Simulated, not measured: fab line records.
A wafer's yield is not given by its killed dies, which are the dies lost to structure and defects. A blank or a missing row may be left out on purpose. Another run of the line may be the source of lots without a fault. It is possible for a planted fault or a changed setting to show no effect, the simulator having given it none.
Lot-split experiment | flow n5-finfet | 21 wafers read across 7 lots, on a route 1938 steps long

== ABOUT THE SPLIT ==
At N5_BEOL_M5_EXPOSE_25 (exposes mask V4, defocus 10 nm), the setting dose-mj was moved away from the recipe's 52.75 on 5 of the 21 wafers read, by -6.1% to +4.4%. All remaining wafers had this setting at the recipe value.

== FROM THE SPLIT TO THE READING: what the file shows between them, 2 steps ==
- N5_BEOL_M5_PEB_26: peb time 60 s
- N5_BEOL_M5_DEVELOP_27: develop time 30 s

== THE READING ==
cd-nm, in nm, at N5_BEOL_M5_CD_MEAS_28 (target cd 30.6 nm, target cd y 20 nm). On this fab line, fault-free wafers typically give 30.60 nm with a standard deviation of 0.24 nm.

wafer  | tool, chamber at the split | dose-mj as run | against the recipe | cd-nm, nm | against lot-mates on the recipe
L074.2 | euv-scanner-01, 0          | 49.54          | -6.1%              | 29.00     | -1.61
L074.3 | euv-scanner-01, 0          | 52.75          | recipe             | 30.61     | -
L074.5 | euv-scanner-01, 0          | 49.54          | -6.1%              | 28.85     | -1.76
L077.1 | euv-scanner-01, 0          | 52.75          | recipe             | 30.35     | -
L077.4 | euv-scanner-01, 0          | 52.75          | recipe             | 30.67     | -
L077.6 | euv-scanner-01, 0          | 52.75          | recipe             | 30.28     | -
L076.1 | euv-scanner-01, 0          | 52.75          | recipe             | 30.41     | -
L076.4 | euv-scanner-01, 0          | 52.75          | recipe             | 30.38     | -
L076.6 | euv-scanner-01, 0          | 52.75          | recipe             | 30.59     | -
L081.3 | euv-scanner-02, 0          | 52.75          | recipe             | 30.18     | -
L081.4 | euv-scanner-02, 0          | 50.88          | -3.5%              | 29.91     | -0.47
L081.5 | euv-scanner-02, 0          | 52.75          | recipe             | 30.59     | -
L092.1 | euv-scanner-02, 0          | 52.75          | recipe             | 30.57     | -
L092.4 | euv-scanner-02, 0          | 52.75          | recipe             | 30.63     | -
L092.6 | euv-scanner-02, 0          | 52.75          | recipe             | 31.14     | -
L094.2 | euv-scanner-02, 0          | 52.75          | recipe             | 30.60     | -
L094.5 | euv-scanner-02, 0          | 55.05          | +4.4%              | 31.81     | +1.21
L094.6 | euv-scanner-02, 0          | 55.05          | +4.4%              | 31.97     | +1.37
L097.1 | euv-scanner-02, 0          | 52.75          | recipe             | 30.38     | -
L097.3 | euv-scanner-02, 0          | 52.75          | recipe             | 30.80     | -
L097.5 | euv-scanner-02, 0          | 52.75          | recipe             | 30.85     | -

FIT RESULTS
A straight line over all 21 wafers: cd-nm changes by +0.273 nm for each +1% of dose-mj; r = +0.95; the points scatter about the line by 0.23 nm.
The same after taking each lot's own level away (the mean of its wafers on the recipe; 21 wafers): +0.27 nm for each +1%; r = +0.96; scatter 0.2 nm.
According to that fit, moving dose-mj by its largest amount changes the reading by 1.6 nm.
Across the lots, their own levels run from 30.385 to 30.780 nm, a range of 1.6 times the standard deviation given above.
The two slopes agree, so the slope changes little with the lot-to-lot level.
Check: with one of the wafers moved furthest among these (-6.1%) left out of the fit, the line predicts -1.61 nm for it against its lot-mates. It came out at -1.61 nm against them.

== THESE WAFERS: OTHER SPLITS ==
Before the reading, these wafers also passed through other splits. Each is held against what the fit with the lots' levels taken away leaves over:
other split on the same wafers | wafers away from the commonest value | r with cd-nm (lot level and that fit taken away)
N5_BEOL_M3_DESCUM_33 time-s    | 2                                    | -0.18
N5_BEOL_M4_COAT_22 spin-rpm    | 5                                    | -0.02
N5_BEOL_M4_EXPOSE_25 dose-mj   | 6                                    | -0.07
N5_BEOL_M4_DESCUM_33 time-s    | 6                                    | +0.20
N5_BEOL_M4_ALD_98 ald-cycles   | 7                                    | -0.03
N5_BEOL_M5_COAT_74 spin-rpm    | 6                                    | -0.12

== THE WHOLE CHAIN: every reading that the file lists as answering this split, in the file's order ==
step                  | what it does                                                | reading                                                        | change (the file's fit)               | r (the file's)
N5_BEOL_M5_CD_MEAS_28 | target cd 30.6 nm, target cd y 20 nm                        | cd-nm                                                          | +0.256 nm for each +1% of the setting | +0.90
N5_BEOL_M5_ETCH_75    | etches underlayer in N2/H2, target depth 6.5 nm, time 5.2 s | BEOL_M5.cd-nm (the simulator's own value, which no gauge read) | +0.262 nm for each +1% of the setting | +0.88

== FILE'S OWN FIT ==
cd-nm changes by +0.256 nm for each +1% of dose-mj, r = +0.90.
